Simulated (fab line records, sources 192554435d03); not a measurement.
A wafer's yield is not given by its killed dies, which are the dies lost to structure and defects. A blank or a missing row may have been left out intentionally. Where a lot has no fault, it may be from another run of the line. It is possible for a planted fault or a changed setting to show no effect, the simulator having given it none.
Lot-split experiment -- flow n5Finfet -- 21 wafers read from 7 lots, route of 1938 steps

## SPLIT DETAILS
At N5_BEOL_M3_COAT_76 (time 60 s, resist thk 5 nm), the setting spinRpm was moved away from the recipe's 1500 rpm on 7 of the 21 wafers read, by -9.4% to +8.1%. The other wafers ran this setting at the recipe's value.

## FROM THE SPLIT TO THE READING: what the file shows between them, 3 steps
- N5_BEOL_M3_COAT_22: resist thk 30 nm
- N5_BEOL_M3_EBR_24
- N5_BEOL_M3_DESCUM_33: chemistry O2, time 7 s

## THE READING
etch.depthNm (the simulator's own value, which no gauge read), in nm, at N5_BEOL_M3_ETCH_77 (etches underlayer in N2/H2, target depth 6.5 nm, time 5.2 s). The file gives no usual value for it. The 14 wafers here that ran the recipe average 5.005 nm, standard deviation 0.012 nm.

wafer,"tool, chamber at the split","spinRpm as run, rpm",against the recipe,"etch.depthNm, nm",against lot-mates on the recipe
L075.1,"lithoTrack-01, 0",1500,recipe,5.026,-
L075.2,"lithoTrack-01, 0",1500,recipe,5.02,-
L075.6,"lithoTrack-01, 0",1500,recipe,5.002,-
L083.1,"lithoTrack-05, 0",1385,-7.7%,5.205,+0.196
L083.3,"lithoTrack-05, 0",1385,-7.7%,5.204,+0.195
L083.5,"lithoTrack-05, 0",1500,recipe,5.009,-
L091.1,"lithoTrack-04, 0",1500,recipe,5.006,-
L091.2,"lithoTrack-04, 0",1500,recipe,4.994,-
L091.3,"lithoTrack-04, 0",1500,recipe,5.009,-
L092.1,"lithoTrack-01, 0",1454,-3.1%,5.083,+0.093
L092.3,"lithoTrack-01, 0",1500,recipe,4.99,-
L092.4,"lithoTrack-01, 0",1500,recipe,4.99,-
L095.3,"lithoTrack-05, 0",1621,+8.1%,4.82,no lot-mate on the recipe
L095.4,"lithoTrack-05, 0",1621,+8.1%,4.833,no lot-mate on the recipe
L095.5,"lithoTrack-05, 0",1621,+8.1%,4.808,no lot-mate on the recipe
L096.1,"lithoTrack-01, 0",1500,recipe,5.012,-
L096.4,"lithoTrack-01, 0",1500,recipe,5.021,-
L096.5,"lithoTrack-01, 0",1500,recipe,5.009,-
L097.1,"lithoTrack-05, 0",1500,recipe,4.988,-
L097.4,"lithoTrack-05, 0",1500,recipe,4.998,-
L097.6,"lithoTrack-05, 0",1359,-9.4%,5.251,+0.258

THE FIT
A straight line over all 21 wafers: etch.depthNm changes by -0.0245 nm for each +1% of spinRpm; r = -0.99; the points scatter about the line by 0.012 nm.
The same after taking each lot's own level away (the mean of its wafers on the recipe; 18 wafers): -0.0265 nm for each +1%; r = -1.00; scatter 0.0075 nm.
The reading moves by 0.25 nm for the largest change in spinRpm, on that fit.
From 4.9900 to 5.0160 nm: that is the span of the lots' own levels, equal to 2.2 times the standard deviation above.
The two slopes agree, so the slope changes little with the lot-to-lot level.
Check: with one of the wafers moved furthest among these (-9.4%) left out of the fit, the line predicts +0.243 nm for it against its lot-mates. It came out at +0.258 nm against them.

## ADDITIONAL SPLITS CARRIED BY THESE WAFERS
Other splits were also applied to these wafers ahead of the reading. Each is held against what the fit with the lots' levels taken away leaves over:
other split on the same wafers,wafers away from the commonest value,r with etch.depthNm (lot level and that fit taken away)
N5_BEOL_M0_SAQP_PECVD_03 timeS,6,+0.08
N5_BEOL_M0_ETCH_138 sourceW,8,+0.30
N5_BEOL_M1_ILD_DEP_00 timeS,7,+0.23
N5_BEOL_M1_PECVD_72 timeS,7,+0.40
N5_BEOL_M2_COAT_67 spinRpm,7,-0.07
N5_BEOL_M2_COAT_22 spinRpm,6,-0.07
N5_BEOL_M3_ETCH_64 timeS,11,-0.06

## FILE'S OWN FIT
etch.depthNm changes by -0.0269 nm for each +1% of spinRpm, r = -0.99.
